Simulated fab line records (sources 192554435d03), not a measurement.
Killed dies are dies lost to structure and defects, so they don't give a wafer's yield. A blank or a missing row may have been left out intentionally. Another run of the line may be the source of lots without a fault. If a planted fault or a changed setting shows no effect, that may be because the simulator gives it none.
A lot that was struck, set against a sound lot	flow n5_finfet	36 out of 1938 route steps
Sound: these wafers, L688.4, L688.5, L688.6. Struck: wafer L697.3 (L697.2, L697.5, from the same lot, were not struck and are left out); the cause is given at the end.
Per side, at each step with rows, come the tool, then ch with its chambers, and then its first start. Under that, the readings that differ: sound wafers	struck wafers	difference of the means	sigmas: that difference in standard deviations of wafers without a fault.
alike: same words and numbers on both sides, and readings whose means sit less than 2 such deviations apart. not compared: any withheld reading, any reading some wafer has no value for, any bound like >300 that may hide the same value, and any number with overlapping values for which the record gives no deviation.
A row with sigmas, a row that says differs or no value, or rows on one side alone: a step with any of these is where the two part. Non-overlapping numbers with no deviation appear without sigmas and do not part them. Lack of a reading on every wafer of one side parts them only where that side has two or more wafers.

first, 9 steps without rows for these wafers: N5_BEOL_M4_ANNEAL_95 (time 240 s); N5_BEOL_M4_SPUTTER_96 (material Cu, target thk 4.5 nm, time 8.29 s); N5_BEOL_M4_ECD_50 (material Cu, target thk 300 nm); N5_BEOL_M4_ANNEAL_51 (time 90 s); N5_BEOL_M4_CMP_52 (polishes, stops on SiOC, t overpolish 6.8 s, target thk 40 nm); N5_BEOL_M4_PRE_CLEAN_60 (time 15 s); N5_BEOL_M4_CO_CAP_55 (material Co, precursor CCTBA/H2, target thk 2 nm, time 102.1 s); N5_BEOL_M4_PRE_CLEAN_56 (time 15 s); N5_BEOL_M4_DEP_57 (deposits SiCN from 3MS/NH3, target thk 8 nm, time 14 s).
N5_BEOL_M4_RC_MEAS_101:
  sound on prober-02 ch 0, day 9 07:36; struck on prober-01 ch 0, day 11 16:01
reading	sound	struck	difference	sigmas
DIBL_N (mV/V)	34.2 31.8 34.7	40.6	+7.0	+4
DIBL_P (mV/V)	33.6 32.2 35.2	41.0	+7.3	+3
IOFF_N (nA/um)	0.11 0.08 0.12	0.24	+0.14	+4
IOFF_P (nA/um)	0.15 0.14 0.17	0.29	+0.14	+3
ION_N (uA/um)	656 638 657	693	+43	+3
SS_N (mV/dec)	71.0 70.5 70.5	72.9	+2.2	+3
VT_N (mV)	256 260 253	243	-13	-3
VT_P (mV)	-254 -257 -252	-247	+7	+2
  alike: ION_P, SS_P
then, 24 steps without rows for these wafers: N5_BEOL_M5_ILD_DEP_00 (deposits SiCOH lowk from DEMS/porogen, target thk 140.64 nm, time 25.9 s); N5_BEOL_M5_CURE_79 (cures SiCOH lowk, time 240 s); N5_BEOL_M5_PECVD_70 (deposits SiO2 from TEOS/O2, target thk 16 nm, time 18 s); N5_BEOL_M5_HM_DEP_02 (deposits TiN, target thk 20 nm); N5_BEOL_M5_COAT_59 (time 60 s, resist thk 60 nm); N5_BEOL_M5_COAT_60 (time 60 s, resist thk 12 nm); N5_BEOL_M5_COAT_71 (time 60 s, resist thk 5 nm); N5_BEOL_M5_COAT_05 (resist thk 30 nm); N5_BEOL_M5_EBR_07; N5_BEOL_M5_SOFTBAKE_06 (time 60 s); N5_BEOL_M5_EXPOSE_08 (exposes mask M5, target cd 28 nm); N5_BEOL_M5_PEB_09 (peb time 60 s); N5_BEOL_M5_DEVELOP_10 (develop time 30 s); N5_BEOL_M5_DESCUM_16 (chemistry O2, time 7 s); N5_BEOL_M5_ETCH_72 (etches underlayer in N2/H2, target depth 6.5 nm, time 5.2 s); N5_BEOL_M5_ETCH_61 (etches SiARC in CF4, target depth 15.6 nm, time 26 s); N5_BEOL_M5_ETCH_62 (etches SOC in N2/H2, target depth 75 nm, overetch 15 nm, time 112.5 s); N5_BEOL_M5_STRIP_63 (strips in N2/H2); N5_BEOL_M5_STRIP_73 (strips in N2/H2); N5_BEOL_M5_STRIP_64 (strips in CF4); N5_BEOL_M5_HM_OPEN_17 (chemistry Cl2/BCl3, target TiN, target depth 20 nm, overetch 6 nm); N5_BEOL_M5_STRIP_19 (strips in O2); N5_BEOL_M5_COAT_65 (time 60 s, resist thk 60 nm); N5_BEOL_M5_COAT_66 (time 60 s, resist thk 12 nm).
-- here the record skips 2 days between the struck wafers' starts before and after, leaving off in module BEOL_M5 and picking up in module BEOL_M10 (first step shown: number 1507 of the route) --
N5_BEOL_M10_ETCH_66: etches SOC in N2/H2, target depth 120 nm, overetch 24 nm, time 180 s.
  sound on rie_diel-01 ch 2,3, day 11 10:36; struck on rie_diel-01 ch 1, day 13 20:53
reading	sound	struck	difference	sigmas
h2_flow_sccm (sccm)	198.7 200.0 198.9	200.6	+1.4	+2
model.etch.depth_nm (nm)	99.89 100.4 99.73	95.49	-4.52	
model.SiARC_of_BEOL_M10_COAT_64.thk_nm (nm)	23.2 23.2 23	25.2	+2.1	
  alike: drypump_motor_current_A, oes_product_au, rf_vpp_V, showerhead_plenum_p_Torr, throttle_valve_pct
  not compared: rf_hours_counter_h
N5_PASSIVATION_PROBE_49:
  sound on prober-02 at day 13 18:54; struck on prober-02 at day 15 17:20
reading	sound	struck	difference	sigmas
defect_limited_yield (%)	91.5 93.1 90.7	38.8	-53.0	-38
killed_at_M4_up	14 13 8	623	+611	+99 or more
killed_at_other	11 6 4	0	-7	-2
killed_dies	100 82 110	722	+625	+37
killed_on_rim	10 7 13	84	+74	+19
sort_bin_5_function (%)	4.8 4.4 5.1	57.9	+53.1	+53
sort_n_pass	1080 1095 1070	458	-624	-37
sort_yield_pct (%)	91.5 92.8 90.7	38.8	-52.9	-38
  alike: killed_at_M0_to_M3, killed_at_contacts, killed_at_front_end, killed_open, killed_short, sort_bin_6_memory, sort_bin_8_speed

WHERE THEY PART
Earliest at N5_BEOL_M4_RC_MEAS_101; latest, in this record, at N5_PASSIVATION_PROBE_49.

WHY: what had been put in by the simulator
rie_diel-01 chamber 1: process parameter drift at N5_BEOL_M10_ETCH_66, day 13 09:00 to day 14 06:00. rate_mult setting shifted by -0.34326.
